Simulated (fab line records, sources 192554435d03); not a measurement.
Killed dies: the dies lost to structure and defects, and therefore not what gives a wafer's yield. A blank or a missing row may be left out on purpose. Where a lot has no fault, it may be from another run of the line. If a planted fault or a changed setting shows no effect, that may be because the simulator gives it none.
Which tool is to blame? -- flow n5-finfet -- Sampling: 13 lots, 38 wafers, 2 of 1938 route steps

== WHAT THE GAUGES READ, wafer by wafer ==
N5_PASSIVATION_OVL_MEAS_60. Usual: for TV_OVL the level is 0 nm and the standard deviation is 5.1.
lot,measured,on,TV_OVL (nm),flag
L691,day 12 19:38,overlay-01,6 7,
L693,day 12 11:34,overlay-02,16 3 5,
L692,day 12 20:51,overlay-02,0 -9 3,
L694,day 13 07:45,overlay-01,-8 -10 -3,
L696,day 13 16:08,overlay-01,-1 -5 -3,
L703,day 15 03:14,overlay-02,-2 2 -2,
L706,day 15 14:08,overlay-02,0 -1 -3,
L709,day 16 03:05,overlay-01,1 5 4,
L708,day 16 07:40,overlay-01,5 1 3,
L710,day 16 07:58,overlay-01,-4 -4 -4,
L711,day 17 01:47,overlay-01,-1 -4 4,
L712,day 17 15:53,overlay-02,-3 2 6,
L713,day 17 16:02,overlay-02,-1 1 0,

== WHICH TOOL RAN EACH LOT (tool, then ch and the chambers of the sampled wafers, then the start) ==
lot,N5_BEOL_M7_STRIP_36
L691,"rie-diel-04 ch 0,2, day 9 13:07"
L693,"rie-diel-02 ch 0,1,2, day 9 15:00"
L692,"rie-diel-04 ch 0,1, day 9 19:07"
L694,"rie-diel-06 ch 0,1,3, day 10 00:46"
L696,"rie-diel-06 ch 0,1,3, day 10 16:54"
L703,"rie-diel-02 ch 0,2,3, day 12 10:00"
L706,"rie-diel-02 ch 1,2,3, day 12 18:40"
L709,"rie-diel-06 ch 1,2, day 13 13:24"
L708,"rie-diel-04 ch 1,3, day 13 13:43"
L710,"rie-diel-06 ch 1,2, day 13 15:16"
L711,"rie-diel-06 ch 1,2,3, day 14 08:53"
L712,"rie-diel-04 ch 0,2, day 14 13:06"
L713,"rie-diel-04 ch 0,1, day 14 17:59"
- N5_BEOL_M7_STRIP_36: strips in N2/H2.

== WHAT THE TOOLS THEMSELVES READ (means of the sampled wafers that have a number; where no wafer has one, the mark that the record gives instead) ==
N5_BEOL_M7_STRIP_36. Usual: drypump-motor-current-A 5.4 A, standard deviation 0.44; h2-flow-sccm 200.0 sccm, standard deviation 0.58; oes-product-au 0.82 a.u., standard deviation 0.094; rf-vpp-V 59.3 V, standard deviation 1.4; showerhead-plenum-p-Torr 2.57 Torr, standard deviation 0.091; throttle-valve-pct 23.6 %, standard deviation 0.4.
lot,tool,drypump-motor-current-A (A),h2-flow-sccm (sccm),oes-product-au (a.u.),rf-vpp-V (V),showerhead-plenum-p-Torr (Torr),throttle-valve-pct (%),flag
L691,rie-diel-04,5.3,199.8,0.89,58.6,2.58,23.4,
L693,rie-diel-02,5.8,200.7,0.77,59.6,2.57,23.4,
L692,rie-diel-04,5.5,199.8,0.81,58.3,2.56,23.7,
L694,rie-diel-06,5.1,200.1,0.77,59.4,2.50,23.6,
L696,rie-diel-06,5.1,199.4,0.76,58.1,2.50,23.6,
L703,rie-diel-02,5.7,200.2,0.84,60.2,2.64,23.8,
L706,rie-diel-02,5.8,200.2,0.84,58.6,2.63,23.5,
L709,rie-diel-06,5.4,199.9,0.85,59.6,2.53,23.4,
L708,rie-diel-04,5.6,200.1,0.71,58.6,2.57,24.1,
L710,rie-diel-06,5.4,199.9,0.85,57.4,2.53,23.4,
L711,rie-diel-06,5.1,199.5,0.90,60.2,2.59,23.5,
L712,rie-diel-04,5.4,199.9,0.84,58.2,2.57,23.5,
L713,rie-diel-04,5.4,200.0,0.77,59.1,2.54,23.7,

== THE ANSWER, worked out from the rows above alone ==
Rule: lot off if the mean of its wafers having a number is beyond 3 standard deviations from the usual mean. Also off: a lot with no number at a reading for which 4 or more lots have one. Where the step has rows for the other lots, those lots are counted as sound. First the gauges in route order, then the tools' own readings, where a lot's mean is used as printed above. The first step at which some lot is off is used, and at that step the reading that is off furthest; a lot without a number counts as furthest.
Nothing can be told from this: no lot is off at any reading shown.

== WHAT HAD BEEN PUT IN BY THE SIMULATOR ==
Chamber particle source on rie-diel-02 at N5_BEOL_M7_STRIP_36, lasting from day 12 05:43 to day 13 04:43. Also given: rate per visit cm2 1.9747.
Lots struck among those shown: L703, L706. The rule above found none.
